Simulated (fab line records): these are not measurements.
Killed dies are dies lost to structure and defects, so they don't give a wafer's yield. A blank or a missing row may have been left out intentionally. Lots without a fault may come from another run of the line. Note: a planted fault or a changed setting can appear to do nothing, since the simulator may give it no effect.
Which tool was responsible? ; flow nand-harc ; Sampling: 11 lots, 33 wafers, 3 of 1302 route steps

## WHAT EACH GAUGE READ, for each wafer
NHARC_A_CHANNEL_FILL_D1_INSPECT_13. Usual: 293 for raw-defect-count, sd 140.
lot;measured;on;raw-defect-count;flag
L281;day 11 14:34;defect-inspect-02;669 561 620;
L284;day 12 05:02;defect-inspect-01;254 209 269;
L282;day 12 05:02;defect-inspect-02;246 445 259;
L283;day 12 10:40;defect-inspect-02;630 475 358;
L288;day 13 17:57;defect-inspect-01;657 353 168;
L287;day 14 01:14;defect-inspect-01;186 238 231;
L293;day 16 22:26;defect-inspect-01;197 189 247;
L298;day 18 06:44;defect-inspect-02;353 241 250;
L300;day 19 11:22;defect-inspect-02;587 300 768;
L302;day 19 20:20;defect-inspect-02;94 99 103;
L303;day 20 16:50;defect-inspect-01;123 161 184;

NHARC_A_ONON_D2_THK_MEAS_34: measures by ellipsometry. Usual: 200.1 nm for thk-nm, sd 2.4.
lot;measured;on;thk-nm (nm);flag
L281;day 13 12:47;film-metro-02;197.6 198.0 202.6;
L284;day 14 04:28;film-metro-01;203.2 204.5 202.6;
L282;day 14 04:37;film-metro-01;198.0 202.5 205.2;
L283;day 14 11:15;film-metro-02;199.4 203.7 205.2;
L288;day 15 21:32;film-metro-02;199.7 196.7 201.7;
L287;day 16 02:11;film-metro-01;198.9 194.8 202.4;
L293;day 18 22:55;film-metro-01;249.8 252.6 253.5;OFF
L298;day 20 06:29;film-metro-01;249.4 251.4 252.8;OFF
L300;day 21 09:21;film-metro-01;198.0 201.2 201.0;
L302;day 21 21:04;film-metro-02;205.7 206.2 202.5;
L303;day 22 18:59;film-metro-02;194.5 195.6 198.0;

## EACH LOT AND THE TOOL THAT RAN IT (in order: tool; ch and the chambers of the sampled wafers; start)
lot;NHARC_A_ONON_D2_DEP_33
L281;pecvd-03 ch 0,1,2, day 13 12:23
L284;pecvd-03 ch 0,2, day 14 04:06
L282;pecvd-02 ch 1,2, day 14 04:12
L283;pecvd-02 ch 0,2, day 14 10:53
L288;pecvd-03 ch 0,1,2, day 15 21:07
L287;pecvd-01 ch 0,1,2, day 16 01:46
L293;pecvd-03 ch 0,1, day 18 22:30
L298;pecvd-03 ch 0,1, day 20 06:03
L300;pecvd-02 ch 0,1, day 21 08:56
L302;pecvd-02 ch 0,1,2, day 21 20:47
L303;pecvd-01 ch 1,2, day 22 18:32
- NHARC_A_ONON_D2_DEP_33: deposits SiO2, target thk 200 nm.

## AS READ BY THE TOOLS THEMSELVES (means over the sampled wafers that have a number; for cases with no such wafer, the mark the record gives instead)
NHARC_A_ONON_D2_DEP_33. Usual: heater-power-w 543 W, standard deviation 76; mfc-precursor-sccm 161.4 sccm, standard deviation 0.43; throttle-valve-pct 16.0 %, standard deviation 0.65.
lot;tool;heater-power-w (W);mfc-precursor-sccm (sccm);throttle-valve-pct (%);flag
L281;pecvd-03;526;161.8;15.6;
L284;pecvd-03;619;161.6;15.6;
L282;pecvd-02;609;161.5;16.4;
L283;pecvd-02;591;161.7;16.3;
L288;pecvd-03;620;161.5;15.6;
L287;pecvd-01;396;161.2;15.8;
L293;pecvd-03;616;203.3;16.1;OFF
L298;pecvd-03;521;203.4;16.6;OFF
L300;pecvd-02;593;161.3;16.1;
L302;pecvd-02;573;161.5;16.0;
L303;pecvd-01;483;161.1;15.5;

## THE ANSWER, worked out from the rows above alone
Rule: a lot is off if the mean of its wafers that have a number lies more than 3 standard deviations from the usual mean. Also off: a lot with no number at a reading for which 4 or more lots have one. The other lots that the step has rows for count as sound. After the gauges, taken in route order, come the tools' own readings; for these a lot's mean is taken, as printed above. The first step at which some lot is off is used, and at that step the reading that is off furthest; a lot without a number counts as furthest.
Off, at NHARC_A_ONON_D2_THK_MEAS_34 on thk-nm: L293, L298.
If a tool, at a process step before that reading, ran all the lots that are off and no sound lot after the first of them, it fits. The gauges at NHARC_A_ONON_D2_THK_MEAS_34 aren't tried: what is off there is off at NHARC_A_ONON_D2_DEP_33 too, on other tools, and a gauge's error can't cause that. One candidate fits, namely pecvd-03 at NHARC_A_ONON_D2_DEP_33. Its last sound lot is L288 (day 15 21:07), its first lot that is off L293 (day 18 22:30): a fault that began between those two fits.
On the lots that are off, the tool's own readings at NHARC_A_ONON_D2_DEP_33 differ by more than 5 times the standard deviation of the sound lots' means, which bears it out; mfc-precursor-sccm reads 203.4 sccm there versus 161.5 sccm on the sound lots.

## WHAT WAS PUT IN BY THE SIMULATOR
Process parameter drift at NHARC_A_ONON_D2_DEP_33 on pecvd-03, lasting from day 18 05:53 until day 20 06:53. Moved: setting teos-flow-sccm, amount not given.
Lots struck among those shown: L293, L298. Same finding as the rule above.
